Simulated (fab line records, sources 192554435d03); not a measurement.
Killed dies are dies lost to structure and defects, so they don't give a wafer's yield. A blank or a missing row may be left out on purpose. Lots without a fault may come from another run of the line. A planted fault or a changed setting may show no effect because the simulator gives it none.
A struck lot beside a sound one | flow n5_finfet | 16 steps out of a route of 1938
Sound: wafers L852.2, L852.3, L852.5. Struck: wafer L850.3. (L850.1 of the same lot was not struck and is left out.) The cause comes at the end.
At each step with rows: each side's tool, then ch and its chambers, then its first start. Under that, the readings that differ: sound wafers | struck wafers | difference of the means | sigmas: that difference in standard deviations of wafers without a fault.
alike: readings whose means differ by less than 2 such deviations, and words and numbers that are the same on both sides. not compared: withheld readings, readings that some wafer has no value for, bounds like >300 that may hide the same value, and numbers for which the record gives no deviation and whose values overlap.
The two part at a step that has a row with sigmas, a row that says differs or no value, or rows on one side only. Numbers that don't overlap but have no deviation are shown without sigmas and don't part them. A reading that every wafer of one side lacks parts them only if that side has two wafers or more.

first, 9 steps without rows for these wafers: N5_FIN_CUT_PEB_06 (peb time 60 s); N5_FIN_CUT_DEVELOP_07 (develop time 30 s); N5_FIN_CUT_DESCUM_13 (chemistry O2, time 7 s); N5_FIN_CUT_ETCH_30 (etches underlayer in N2/H2, target depth 13 nm, time 10.4 s); N5_FIN_CUT_ETCH_20 (etches SiARC in CF4, target depth 26 nm, time 43.3 s); N5_FIN_CUT_ETCH_21 (etches SOC in N2/H2, target depth 219 nm, overetch 43.8 nm, time 523.5 s); N5_FIN_CUT_STRIP_23 (strips in N2/H2); N5_FIN_CUT_STRIP_31 (strips in N2/H2); N5_FIN_CUT_STRIP_24 (strips in CF4).
N5_FIN_CUT_CUT_ETCH_26: etches SiNx in CH3F/O2, target depth 39 nm, time 55.7 s.
  sound on rie_diel-01 ch 1,3, day 7 04:43; struck on rie_diel-02 ch 0, day 6 16:28
  reading                                  | sound             | struck | difference | sigmas
  run_length_s (s)                         | 78.6 78.9 79.5    | 94.9   | +15.9      | +35
  model.etch.depth_nm (nm)                 | 39.68 38.69 38.54 | 49.11  | +10.14     |
  model.SOC_of_FIN_CUT_COAT_18.thk_nm (nm) | 210.8 211 212.4   | 206    | -5         |
  alike: drypump_motor_current_A, oes_product_au, rf_vpp_V, showerhead_plenum_p_Torr, throttle_valve_pct
  not compared: rf_hours_counter_h
then, 3 steps without rows for these wafers: N5_FIN_CUT_CUT_ETCH_27 (etches SiO2 in CHF3/O2, target depth 4 nm, overetch 2 nm, time 4.9 s); N5_FIN_CUT_PRECLEAN_35 (cleans in vHF, time 13.3 s); N5_FIN_CUT_CUT_ETCH_15 (etches Si in HBr/Cl2/O2, target depth 100 nm, bt time 10 s, time 42.4 s).
N5_FIN_CUT_CUT_ETCH_28: etches Si in HBr/Cl2/O2, target depth 6 nm, time 2.4 s.
  sound on rie_si-01 ch 0,1,2, day 7 04:58; struck on rie_si-02 ch 1, day 6 16:43
  reading                                  | sound           | struck | difference | sigmas
  drypump_motor_current_A (A)              | 4.8 4.8 5.3     | 6.0    | +1.0       | +2
  throttle_valve_pct (%)                   | 37.1 38.3 37.7  | 36.5   | -1.2       | -2
  model.SOC_of_FIN_CUT_COAT_18.thk_nm (nm) | 167 168.4 170.8 | 163.4  | -5.3       |
  alike: oes_product_au
  not compared: rf_hours_counter_h
then, 1 step without rows for these wafers: N5_FIN_CUT_STRIP_22 (strips in N2/H2).
-- the record jumps here: 6 days lie between the struck wafers' starts before and after (it left off in module FIN_CUT and takes up again in module BEOL_M4, whose first step shown is number 1111 of the route) --
N5_BEOL_M4_RC_MEAS_101:
  sound on prober-01 ch 0, day 13 07:58; struck on prober-01 ch 0, day 12 22:49
  reading       | sound          | struck | difference | sigmas
  SS_N (mV/dec) | 70.5 69.9 69.5 | 71.7   | +1.7       | +2
  SS_P (mV/dec) | 72.8 71.9 72.0 | 73.8   | +1.6       | +2
  alike: DIBL_N, DIBL_P, IOFF_N, IOFF_P, ION_N, ION_P, VT_N, VT_P

WHERE THEY PART
First at N5_FIN_CUT_CUT_ETCH_26; last, within this record, at N5_BEOL_M4_RC_MEAS_101.

WHY: what the simulator had put in
Process parameter drift: rie_diel-02, from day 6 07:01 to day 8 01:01, at N5_FIN_CUT_CUT_ETCH_26. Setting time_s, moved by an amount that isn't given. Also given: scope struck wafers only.
